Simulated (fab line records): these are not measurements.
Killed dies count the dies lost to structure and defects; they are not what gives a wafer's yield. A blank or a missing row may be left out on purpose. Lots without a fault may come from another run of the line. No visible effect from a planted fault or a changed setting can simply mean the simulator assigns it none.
fab line records	flow n5-finfet
[record] lots = 5	wafers = 15	last-day = 19
route steps=1938 shown BEOL_M4@1099 BEOL_M5@1112 BEOL_M8@1393 PASSIVATION@1936
lots untouched by any fault: they come from a run of this same line in which no faults occurred
start-h: start of the lot's first displayed wafer, in hours after the record's first day	wait-h: hours elapsed since this lot's preceding step	" unchanged from the row above	L1.1+2: a single row standing in for several wafers	- no value present, or no start provided	* or withheld: withheld	< > ~ a bound
route shown NAME@n: a module of which the file shows steps, and the number in the route of the first	usual: the fault-free wafers' mean and standard deviation	same: alike in all rows	chamber/n: place in a boat	sites: each site's reading	_std_site: how widely they spread, as a standard deviation	_edge_site: the outer-site mean with the inner-site mean subtracted	radius-mm: how far each site lies from the wafer's centre	mask NAME#n: copy n	behind: the tool/chamber that last shaped the wafer	hold: why the lot was held/for how many hours/how that ended	device: names the non-switching transistor (n, p or np)	end of line: at the end of the route, the tests of the same wafers	for a step that has no rows: nothing shown but its recipe	killed: dies lost to structure and defects at the first sort, not the wafer's yield	map: a wafer's dies, marking killed ones x, the rest . and places with no die _
set.NAME: the run value of the setting; set.NAME@STEP: its run value at that earlier step	model.NAME: the simulator's own value behind a step, which no gauge read
lots at selected steps of the route; one table per step, one row per wafer
services: the hour from which a tool's chamber was out of use, counted from the record's first day as start-h (under 0 if before that day), plus the number of hours and why
[[steps]]
[step N5_BEOL_M4_ANNEAL_95]
[recipe] temp-c = 400	time-s = 240	ambient = vacuum
[step N5_BEOL_M4_SPUTTER_96]
[recipe] material = Cu	target-thk-a = 45	temp-c = -20	chamber-pressure-pa = 0.07	power-w = withheld	time-s = 8.29
[step N5_BEOL_M4_ECD_50]
[recipe] material = Cu	target-thk-a = 3000
[step N5_BEOL_M4_ANNEAL_51]
[recipe] temp-c = 225	time-s = 90	ambient = N2
[step N5_BEOL_M4_CMP_52]
[recipe] stop-on = SiOC	t-overpolish-s = 6.8	down-force-psi = 1	platen-rpm = 50	clearing-platen-down-force-psi = 1.5	clearing-platen-rpm = 50	post-cmp-clean = cu-alkaline	target-thk-nm = 40	clearing-platen-pad-velocity-m-s = 0.99484	pad-velocity-m-s = 0.99484
[step N5_BEOL_M4_PRE_CLEAN_60]
[recipe] gas = NH3/H2	time-s = 15	temp-c = *	rf-power-w = 300
[step N5_BEOL_M4_CO_CAP_55]
[recipe] material = Co	target-thk-a = 20	temp-c = 200	precursor = CCTBA/H2	pressure-torr = 30	time-s = 102.1
[step N5_BEOL_M4_PRE_CLEAN_56]
[recipe] gas = NH3	time-s = 15	temp-c = withheld	rf-power-w = 300
[step N5_BEOL_M4_DEP_57]
[recipe] material = SiCN	target-thk-a = 80	temp-c = withheld	precursor = 3MS/NH3	pressure-torr = 3	rf-w = 202	time-s = 14
[step N5_BEOL_M4_RC_MEAS_101]
[usual] DIBL_N = 36.0/1.7	DIBL_P = 36.2/1.9	IOFF_N = 0.154/0.028	IOFF_P = 0.21/0.036	ION_N = 675/11	ION_P = 463/8.3	SS_N = 71.4/0.63	SS_P = 73.2/0.55	VT_N = 250.2/3	VT_P = -251/3.7
lot.wafer	tool	chamber	start-h	wait-h	DIBL_N[mV/V]	DIBL_P[mV/V]	IOFF_N[nA/um]	IOFF_P[nA/um]	ION_N[uA/um]	ION_P[uA/um]	SS_N[mV/dec]	SS_P[mV/dec]	VT_N[mV]	VT_P[mV]
L645.2	prober-02	0	192.96	0.2	36.5	36.0	0.173	0.28	703	491	70.8	73.6	246.7	-242
L645.3	"	0	"	"	36.5	35.7	0.157	0.26	687	473	71.4	73.4	249.5	-244
L645.5	"	0	"	"	34.7	33.6	0.138	0.22	690	479	70.2	72.9	249.6	-245
L652.3	prober-01	0	269.66	0.3	36.8	37.1	0.153	0.19	686	458	72.4	73.3	250.4	-256
L652.4	"	0	"	"	35.6	34.6	0.127	0.16	666	453	71.8	72.2	252.1	-255
L652.5	"	0	"	"	35.6	35.9	0.129	0.18	661	455	70.7	73.1	252.2	-252
L653.2	prober-01	0	276.47	0.2	35.3	37.1	0.151	0.21	679	471	70.7	73.5	249.1	-248
L653.5	"	0	"	"	36.5	38.7	0.174	0.23	673	462	71.1	74.4	246.9	-250
L653.6	"	0	"	"	35.8	37.8	0.161	0.22	690	473	71.5	73.3	249.3	-248
L654.1	prober-02	0	281.91	0.0	36.8	34.9	0.152	0.18	660	448	71.8	73.0	253.4	-254
L654.4	"	0	"	"	34.3	33.4	0.118	0.17	666	458	71.0	73.1	252.1	-253
L654.5	"	0	"	"	35.0	34.5	0.134	0.18	670	461	71.5	72.9	247.7	-250
L662.1	prober-01	0	330.18	0.0	33.6	34.5	0.131	0.17	675	460	71.1	73.3	252.0	-254
L662.3	"	0	"	"	30.1	29.5	0.082	0.12	643	444	70.7	71.4	257.1	-259
L662.4	"	0	"	"	31.6	31.8	0.101	0.14	658	450	70.3	72.9	255.4	-259
[step N5_BEOL_M5_ILD_DEP_00]
[recipe] material = SiCOH_lowk	target-thk-a = 1406.4	temp-c = 300	precursor = DEMS/porogen	pressure-torr = 5	rf-w = 500	time-s = 25.9
[step N5_BEOL_M5_CURE_79]
[recipe] temp-c = 385	time-s = 240	ambient = He/Ar	material = SiCOH_lowk
[step N5_BEOL_M5_PECVD_70]
[recipe] material = SiO2	target-thk-a = 160	temp-c = 400	precursor = TEOS/O2	pressure-torr = 5.5	rf-w = 450	teos-flow-sccm = 53.8	gas = O2	flow-sccm = 3000	time-s = 18
[step N5_BEOL_M5_HM_DEP_02]
[recipe] material = TiN	target-thk-a = 200	temp-c = 25	chamber-pressure-pa = 0.49996
[step N5_BEOL_M5_COAT_59]
[recipe] resist = SOC	temp-c = 250	time-s = 60	spin-rpm = 1500	resist-thk-nm = 60
[step N5_BEOL_M5_COAT_60]
[recipe] resist = SiARC	temp-c = 220	time-s = 60	spin-rpm = 1500	resist-thk-nm = 12
[step N5_BEOL_M5_COAT_71]
[recipe] resist = underlayer	temp-c = 205	time-s = 60	spin-rpm = 1500	resist-thk-nm = 5
[step N5_BEOL_M5_COAT_05]
[recipe] resist = CAR-EUV	spin-rpm = 1500	resist-thk-nm = 30
[step N5_BEOL_M5_EBR_07]
[recipe] solvent = PGMEA	ebr-width-mm = 1.5
[step N5_BEOL_M5_SOFTBAKE_06]
[recipe] temp-c = 110	time-s = 60	resist = CAR-EUV
[step N5_BEOL_M5_EXPOSE_08]
[recipe] mask-id = M5	na = 0.33	source-shape = annular	sigma-inner = 0.4	sigma-outer = 0.8	polarization = unpolarized	target-cd-nm = 28	dose-mj = 35.75
[step N5_BEOL_M5_PEB_09]
[recipe] peb-temp-c = 100	peb-time-s = 60	resist = CAR-EUV
[step N5_BEOL_M5_DEVELOP_10]
[recipe] develop-time-s = 30	developer = TMAH	resist = CAR-EUV	rinse-liquid = surfactant-rinse	dry = air-spin	dev-temp-c = 23
[step N5_BEOL_M5_DESCUM_16]
[recipe] chemistry = O2	time-s = 7	source-power-w = 50	bias-power-w = 20	pressure-mtorr = 20	rf-frequency-hz = 2.712e+07	temp-c = 40	resist = CAR-EUV	o2-flow-sccm = 225
[step N5_BEOL_M5_ETCH_72]
[recipe] chemistry = N2/H2	target = underlayer	target-depth-a = 65	mask-material = CAR-EUV	time-s = 5.2	ion-energy-ev = 200	pressure-mtorr = 30	source-w = 840	bias-w = 150	n2-flow-sccm = 200	h2-flow-sccm = 200	ends = cleared
[step N5_BEOL_M5_ETCH_61]
[recipe] chemistry = CF4	target = SiARC	target-depth-a = 156	mask-material = CAR-EUV	time-s = 26	ion-energy-ev = 80	pressure-mtorr = 40	source-w = 545	bias-w = 36	Ar_flow_sccm = 100	cf4-flow-sccm = 100	ends = cleared
[step N5_BEOL_M5_ETCH_62]
[recipe] chemistry = N2/H2	target = SOC	target-depth-a = 750	overetch-a = 150	mask-material = SiARC	temp-c = 40	time-s = 112.5	ion-energy-ev = 200	pressure-mtorr = 30	source-w = 840	bias-w = 150	n2-flow-sccm = 200	h2-flow-sccm = 200
[step N5_BEOL_M5_STRIP_63]
[recipe] chemistry = N2/H2	temp-c = 40	n2-flow-sccm = 200	h2-flow-sccm = 200	rf-frequency-hz = 6e+07
[step N5_BEOL_M5_STRIP_73]
[recipe] chemistry = N2/H2	temp-c = 40	n2-flow-sccm = 200	h2-flow-sccm = 200	rf-frequency-hz = 6e+07
[step N5_BEOL_M5_STRIP_64]
[recipe] chemistry = CF4	resist = SiARC	power-w = 300	bias-power-w = 75	pressure-mtorr = 50	cf4-flow-sccm = 150	rf-frequency-hz = 6e+07
[step N5_BEOL_M5_HM_OPEN_17]
[recipe] chemistry = Cl2/BCl3	target-depth-a = 200	overetch-a = 60	target = TiN	mask-material = SOC	ion-energy-ev = 150	pressure-mtorr = 10	icp-w = 1000	bias-w = 126	Cl2_flow_sccm = 53.25	bcl3-flow-sccm = 21.75	Ar_flow_sccm = 25
[step N5_BEOL_M5_STRIP_19]
[recipe] chemistry = O2	power-w = 400	temp-c = 40	pressure-mtorr = 30	rf-frequency-hz = 6e+07	bias-power-w = 0	overash-fraction = 0.2	o2-flow-sccm = 225
[step N5_BEOL_M5_COAT_65]
[recipe] resist = SOC	temp-c = 250	time-s = 60	spin-rpm = 1500	resist-thk-nm = 60
[step N5_BEOL_M5_COAT_66]
[recipe] resist = SiARC	temp-c = 220	time-s = 60	spin-rpm = 1500	resist-thk-nm = 12
[step N5_BEOL_M8_ECD_50]
[recipe] material = Cu	target-thk-a = 3000
lot.wafer	tool	chamber	start-h	wait-h
L645.2+3+5	ecd-cu-02	1,1,0	229.31	0.1
L652.3+4+5	ecd-cu-02	0,1,0	310.28	0.1
L653.2+5+6	ecd-cu-02	0,0,1	317.26	0.1
L654.1+4+5	ecd-cu-02	0	325.53	0.1
L662.1+3+4	ecd-cu-02	1,1,0	369.79	0.1
[step N5_BEOL_M8_CMP_52]
[recipe] stop-on = SiCOH_lowk	t-overpolish-s = 6.9	down-force-psi = 1	platen-rpm = 50	clearing-platen-down-force-psi = 1.5	clearing-platen-rpm = 50	post-cmp-clean = cu-alkaline	target-thk-nm = 80	clearing-platen-pad-velocity-m-s = 0.99484	pad-velocity-m-s = 0.99484
[usual] clearing-platen-down-force-psi = 1.500/0.0032	motor-current-A = 6.2/0.36	time-to-endpoint-s = 61/3.1
lot.wafer	tool	chamber	start-h	wait-h	clearing-platen-down-force-psi	motor-current-A	time-to-endpoint-s
L645.2	cmp-03	1	229.75	0.3	1.502	6.4	60
L645.3	"	2	"	"	1.502	6.0	62
L645.5	"	0	"	"	1.498	5.5	64
L652.4	cmp-01	3	311.13	0.3	1.495	6.0	3
L652.3	"	0	"	"	1.503	5.9	0
L652.5	"	0	"	"	1.503	6.1	2
L653.2	cmp-03	1	317.92	0.3	1.502	6.8	0
L653.6	"	2	"	"	1.501	6.1	2
L653.5	"	3	"	"	1.505	6.4	0
L654.4	cmp-01	2	326.26	0.2	1.496	6.4	1
L654.1	"	0	"	"	1.499	6.0	0
L654.5	"	1	"	"	1.500	6.4	2
L662.1	cmp-02	0	370.29	0.3	1.499	6.1	63
L662.3	"	1	"	"	1.500	5.8	62
L662.4	"	3	"	"	1.500	6.4	68
[step N5_PASSIVATION_PROBE_49]
[usual] defect-limited-yield = 90.9/1.4	killed_at_M0_to_M3 = 38/11	killed_at_M4_up = 13/5.9	killed-at-contacts = 14/6.4	killed-at-front-end = 38/11	killed-at-other = 3.3/2.5	killed-dies = 107/16	killed-on-rim = 14/3.6	killed-open = 70/12	killed-short = 35/7.7	sort_bin_5_function = 5.3/0.94	sort_bin_6_memory = 3.5/0.7	sort-n-pass = 1073/16	sort-yield-pct = 90.9/1.4
[same] gross-dies = 1180	killed-at-back-side = 0	sort_bin_4_leakage[%] = 0	sort_bin_8_speed[%] = 0
lot.wafer	tool	chamber	start-h	wait-h	defect-limited-yield[%]	killed_at_M0_to_M3	killed_at_M4_up	killed-at-contacts	killed-at-front-end	killed-at-other	killed-dies	killed-on-rim	killed-open	killed-short	sort_bin_5_function[%]	sort_bin_6_memory[%]	sort-n-pass	sort-yield-pct[%]
L652.3	prober-02	-	381.90	0.1	0	46	1079	11	41	3	1180	152	93	30	95.8	3.8	0	0
L652.4	prober-02	-	381.95	0.2	0	34	1093	8	41	4	1180	152	72	38	96.6	3.0	0	0
L652.5	prober-02	-	382.00	0.2	0	28	1114	13	25	0	1180	152	61	21	97.5	2.4	0	0
L653.2	prober-01	-	395.17	0.1	0	45	1084	9	36	6	1180	152	78	31	95.9	3.6	0	0
L653.5	prober-01	-	395.32	0.2	0	44	1090	11	34	1	1180	152	70	33	96.2	3.6	0	0
L653.6	prober-01	-	395.37	0.3	0	40	1075	23	36	6	1180	152	75	41	96.5	3.2	0	0
L654.1	prober-02	-	395.80	0.0	0	37	1107	4	30	2	1180	152	77	32	96.9	2.7	0	0
L654.4	prober-02	-	395.95	0.2	0	35	1077	16	50	2	1180	152	84	40	95.3	4.3	0	0
L654.5	prober-02	-	396.00	0.2	0	52	1092	11	25	0	1180	152	77	29	96.9	2.7	0	0
L662.1	prober-01	-	443.68	0.0	91.4	26	6	16	44	9	101	11	65	36	4.7	3.4	1079	91.4
L662.3	prober-01	-	443.78	0.1	92.4	24	8	6	46	6	90	11	66	23	4.0	3.2	1090	92.4
L662.4	prober-01	-	443.83	0.2	92.3	33	10	4	41	3	91	11	61	29	3.4	4.2	1089	92.3
// killed by level:class
L652.3 BEOL_M8:area-ecd=1057 BEOL_M3:geometric-particle:open=16 STI_FIN_REVEAL:geometric-particle:open=14 BEOL_M0_SAQP:geometric-particle:open=13 MOL_CONTACT_COAG:geometric-particle:open=10 BEOL_M4:geometric-particle:open=10 FIN_SAQP:geometric-particle:open=7 BEOL_M0_SAQP:geometric-particle:short=6
L652.4 BEOL_M8:area-ecd=1069 BEOL_M0_SAQP:geometric-particle:short=12 BEOL_M4:geometric-particle:open=12 FIN_SAQP:geometric-particle:open=9 FIN_SAQP:geometric-particle:short=8 MOL_CONTACT_COAG:geometric-particle:open=7 BEOL_M0_SAQP:geometric-particle:open=7 BEOL_M5:geometric-particle:open=6
L652.5 BEOL_M8:area-ecd=1097 MOL_CONTACT_COAG:geometric-particle:open=11 BEOL_M4:geometric-particle:open=9 BEOL_M0_SAQP:geometric-particle:open=7 FIN_SAQP:geometric-particle:short=6 STI_FIN_REVEAL:geometric-particle:open=6 BEOL_M1:geometric-particle:open=6 BEOL_M0_SAQP:geometric-particle:short=4
L653.2 BEOL_M8:area-ecd=1071 BEOL_M2:geometric-particle:open=17 MOL_CONTACT_COAG:geometric-particle:open=9 BEOL_M0_SAQP:geometric-particle:open=8 STI_FIN_REVEAL:geometric-particle:open=7 FIN_SAQP:geometric-particle:short=6 BEOL_M1:geometric-particle:open=5 FIN_SAQP:geometric-particle:open=4
L653.5 BEOL_M8:area-ecd=1076 BEOL_M3:geometric-particle:open=9 MOL_CONTACT_COAG:geometric-particle:open=9 BEOL_M2:geometric-particle:open=9 BEOL_M0_SAQP:geometric-particle:open=8 FIN_SAQP:geometric-particle:open=7 BEOL_M3:geometric-particle:short=7 GATE_CUT:geometric-particle:short=6
L653.6 BEOL_M8:area-ecd=1063 MOL_CONTACT_COAG:geometric-particle:open=16 BEOL_M2:geometric-particle:open=12 BEOL_M3:geometric-particle:open=8 MOL_CONTACT_COAG:geometric-particle:short=7 BEOL_M0_SAQP:geometric-particle:open=6 BEOL_M0_SAQP:geometric-particle:short=5 STI_FIN_REVEAL:geometric-particle:open=4
L654.1 BEOL_M8:area-ecd=1071 BEOL_M4:geometric-particle:open=21 DUMMY_GATE:geometric-particle:open=9 BEOL_M2:geometric-particle:open=9 BEOL_M4:geometric-particle:short=8 BEOL_M0_SAQP:geometric-particle:short=7 STI_FIN_REVEAL:geometric-particle:open=6 BEOL_M1:geometric-particle:open=6
L654.4 BEOL_M8:area-ecd=1056 STI_FIN_REVEAL:geometric-particle:open=16 MOL_CONTACT_COAG:geometric-particle:open=15 BEOL_M3:geometric-particle:open=8 BEOL_M4:geometric-particle:open=7 BEOL_M4:geometric-particle:short=7 FIN_SAQP:geometric-particle:open=6 FIN_SAQP:geometric-particle:short=6
L654.5 BEOL_M8:area-ecd=1074 BEOL_M3:geometric-particle:open=15 BEOL_M4:geometric-particle:open=14 MOL_CONTACT_COAG:geometric-particle:open=11 FIN_SAQP:geometric-particle:short=7 BEOL_M0_SAQP:geometric-particle:short=7 BEOL_M2:geometric-particle:open=7 FIN_SAQP:geometric-particle:open=6
L662.1 FIN_SAQP:geometric-particle:short=15 MOL_CONTACT_COAG:geometric-particle:open=14 STI_FIN_REVEAL:geometric-particle:open=8 BEOL_M1:geometric-particle:open=7 FIN_SAQP:geometric-particle:open=6 BEOL_M2:geometric-particle:open=5 BEOL_M3:geometric-particle:open=5 PASS1_CAP:geometric-particle:open=4
L662.3 STI_FIN_REVEAL:geometric-particle:open=17 FIN_SAQP:geometric-particle:open=12 STI_FIN_REVEAL:geometric-particle:short=6 BEOL_M0_SAQP:geometric-particle:short=5 MOL_CONTACT_COAG:geometric-particle:open=5 STARTING-WAFER:geometric-particle:open=5 BEOL_M0_SAQP:geometric-particle:open=4 BEOL_M1:geometric-particle:open=4
L662.4 STI_FIN_REVEAL:geometric-particle:open=12 BEOL_M2:geometric-particle:open=12 FIN_SAQP:geometric-particle:open=7 FIN_SAQP:geometric-particle:short=6 BEOL_M0_SAQP:geometric-particle:short=5 MOL_CONTACT_COAG:geometric-particle:open=4 BEOL_M3:geometric-particle:open=4 GATE_CUT:geometric-particle:short=3
// map L652.3 (x killed, . not)
_________________xxxxxxxxxxxx________________
______________xxxxxxxxxxxxxxxxxx_____________
___________xxxxxxxxxxxxxxxxxxxxxxxx__________
__________xxxxxxxxxxxxxxxxxxxxxxxxxx_________
________xxxxxxxxxxxxxxxxxxxxxxxxxxxxxx_______
_______xxxxxxxxxxxxxxxxxxxxxxxxxxxxxxxx______
______xxxxxxxxxxxxxxxxxxxxxxxxxxxxxxxxxx_____
_____xxxxxxxxxxxxxxxxxxxxxxxxxxxxxxxxxxxx____
____xxxxxxxxxxxxxxxxxxxxxxxxxxxxxxxxxxxxxx___
___xxxxxxxxxxxxxxxxxxxxxxxxxxxxxxxxxxxxxxxx__
___xxxxxxxxxxxxxxxxxxxxxxxxxxxxxxxxxxxxxxxx__
__xxxxxxxxxxxxxxxxxxxxxxxxxxxxxxxxxxxxxxxxxx_
__xxxxxxxxxxxxxxxxxxxxxxxxxxxxxxxxxxxxxxxxxx_
_xxxxxxxxxxxxxxxxxxxxxxxxxxxxxxxxxxxxxxxxxxxx
_xxxxxxxxxxxxxxxxxxxxxxxxxxxxxxxxxxxxxxxxxxxx
_xxxxxxxxxxxxxxxxxxxxxxxxxxxxxxxxxxxxxxxxxxxx
_xxxxxxxxxxxxxxxxxxxxxxxxxxxxxxxxxxxxxxxxxxxx
_xxxxxxxxxxxxxxxxxxxxxxxxxxxxxxxxxxxxxxxxxxxx
_xxxxxxxxxxxxxxxxxxxxxxxxxxxxxxxxxxxxxxxxxxxx
_xxxxxxxxxxxxxxxxxxxxxxxxxxxxxxxxxxxxxxxxxxxx
_xxxxxxxxxxxxxxxxxxxxxxxxxxxxxxxxxxxxxxxxxxxx
__xxxxxxxxxxxxxxxxxxxxxxxxxxxxxxxxxxxxxxxxxx_
__xxxxxxxxxxxxxxxxxxxxxxxxxxxxxxxxxxxxxxxxxx_
___xxxxxxxxxxxxxxxxxxxxxxxxxxxxxxxxxxxxxxxx__
___xxxxxxxxxxxxxxxxxxxxxxxxxxxxxxxxxxxxxxxx__
____xxxxxxxxxxxxxxxxxxxxxxxxxxxxxxxxxxxxxx___
_____xxxxxxxxxxxxxxxxxxxxxxxxxxxxxxxxxxxx____
______xxxxxxxxxxxxxxxxxxxxxxxxxxxxxxxxxx_____
_______xxxxxxxxxxxxxxxxxxxxxxxxxxxxxxxx______
________xxxxxxxxxxxxxxxxxxxxxxxxxxxxxx_______
__________xxxxxxxxxxxxxxxxxxxxxxxxxx_________
___________xxxxxxxxxxxxxxxxxxxxxxxx__________
______________xxxxxxxxxxxxxxxxxx_____________
_________________xxxxxxxxxxxx________________
// map L653.2 (x killed, . not)
_________________xxxxxxxxxxxx________________
______________xxxxxxxxxxxxxxxxxx_____________
___________xxxxxxxxxxxxxxxxxxxxxxxx__________
__________xxxxxxxxxxxxxxxxxxxxxxxxxx_________
________xxxxxxxxxxxxxxxxxxxxxxxxxxxxxx_______
_______xxxxxxxxxxxxxxxxxxxxxxxxxxxxxxxx______
______xxxxxxxxxxxxxxxxxxxxxxxxxxxxxxxxxx_____
_____xxxxxxxxxxxxxxxxxxxxxxxxxxxxxxxxxxxx____
____xxxxxxxxxxxxxxxxxxxxxxxxxxxxxxxxxxxxxx___
___xxxxxxxxxxxxxxxxxxxxxxxxxxxxxxxxxxxxxxxx__
___xxxxxxxxxxxxxxxxxxxxxxxxxxxxxxxxxxxxxxxx__
__xxxxxxxxxxxxxxxxxxxxxxxxxxxxxxxxxxxxxxxxxx_
__xxxxxxxxxxxxxxxxxxxxxxxxxxxxxxxxxxxxxxxxxx_
_xxxxxxxxxxxxxxxxxxxxxxxxxxxxxxxxxxxxxxxxxxxx
_xxxxxxxxxxxxxxxxxxxxxxxxxxxxxxxxxxxxxxxxxxxx
_xxxxxxxxxxxxxxxxxxxxxxxxxxxxxxxxxxxxxxxxxxxx
_xxxxxxxxxxxxxxxxxxxxxxxxxxxxxxxxxxxxxxxxxxxx
_xxxxxxxxxxxxxxxxxxxxxxxxxxxxxxxxxxxxxxxxxxxx
_xxxxxxxxxxxxxxxxxxxxxxxxxxxxxxxxxxxxxxxxxxxx
_xxxxxxxxxxxxxxxxxxxxxxxxxxxxxxxxxxxxxxxxxxxx
_xxxxxxxxxxxxxxxxxxxxxxxxxxxxxxxxxxxxxxxxxxxx
__xxxxxxxxxxxxxxxxxxxxxxxxxxxxxxxxxxxxxxxxxx_
__xxxxxxxxxxxxxxxxxxxxxxxxxxxxxxxxxxxxxxxxxx_
___xxxxxxxxxxxxxxxxxxxxxxxxxxxxxxxxxxxxxxxx__
___xxxxxxxxxxxxxxxxxxxxxxxxxxxxxxxxxxxxxxxx__
____xxxxxxxxxxxxxxxxxxxxxxxxxxxxxxxxxxxxxx___
_____xxxxxxxxxxxxxxxxxxxxxxxxxxxxxxxxxxxx____
______xxxxxxxxxxxxxxxxxxxxxxxxxxxxxxxxxx_____
_______xxxxxxxxxxxxxxxxxxxxxxxxxxxxxxxx______
________xxxxxxxxxxxxxxxxxxxxxxxxxxxxxx_______
__________xxxxxxxxxxxxxxxxxxxxxxxxxx_________
___________xxxxxxxxxxxxxxxxxxxxxxxx__________
______________xxxxxxxxxxxxxxxxxx_____________
_________________xxxxxxxxxxxx________________
[[services]]
tool	chamber	start-h	hours	kind
cmp-03	-	220.37	0.8	repair
cmp-01	-	251.66	1.4	repair
cmp-01	-	253.25	6.7	pm
ecd-cu-02	-	257.95	1.9	repair
cmp-01	-	265.31	4.0	pm
cmp-01	-	269.31	-	consumable-replace:conditioner
cmp-01	-	269.31	-	consumable-replace:pad
cmp-02	-	308.14	9.1	pm
ecd-cu-02	-	322.22	2.3	repair
cmp-01	-	353.80	0.7	repair
cmp-02	-	361.68	5.7	pm
cmp-03	-	362.10	4.8	pm
cmp-03	-	370.14	4.0	pm
[[key]]
[first-sign] step = N5_BEOL_M8_CMP_52	reading = time-to-endpoint-s	direction = down	sigmas = 19	usual = *	struck = *
[effect] step = N5_PASSIVATION_PROBE_49	reading = killed_at_M4_up	direction = up	sigmas = 99+	usual = 13	struck = 1090
[more-kills-born-at] N5_BEOL_M8_ECD_50@ecd-cu-02 = 9634
met-at N5_BEOL_M8_ECD_50
struck-wafers L652.3,L652.4,L652.5,L653.2,L653.5,L653.6,L654.1,L654.4,L654.5
later-rows-left-out L652.3,L652.4,L652.5,L653.2,L653.5,L653.6,L654.1,L654.4,L654.5
onset-between 229.31 310.28
[fault] kind = skipped-step-whole	tool = ecd-cu-02	chamber = -	onset-h = 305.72	steps = N5_BEOL_M8_ECD_50	scope = struck-lots-only
// later-rows-left-out: the simulator's readings of these wafers behind a module that went badly wrong aren't trusted and aren't shown, but for the sort
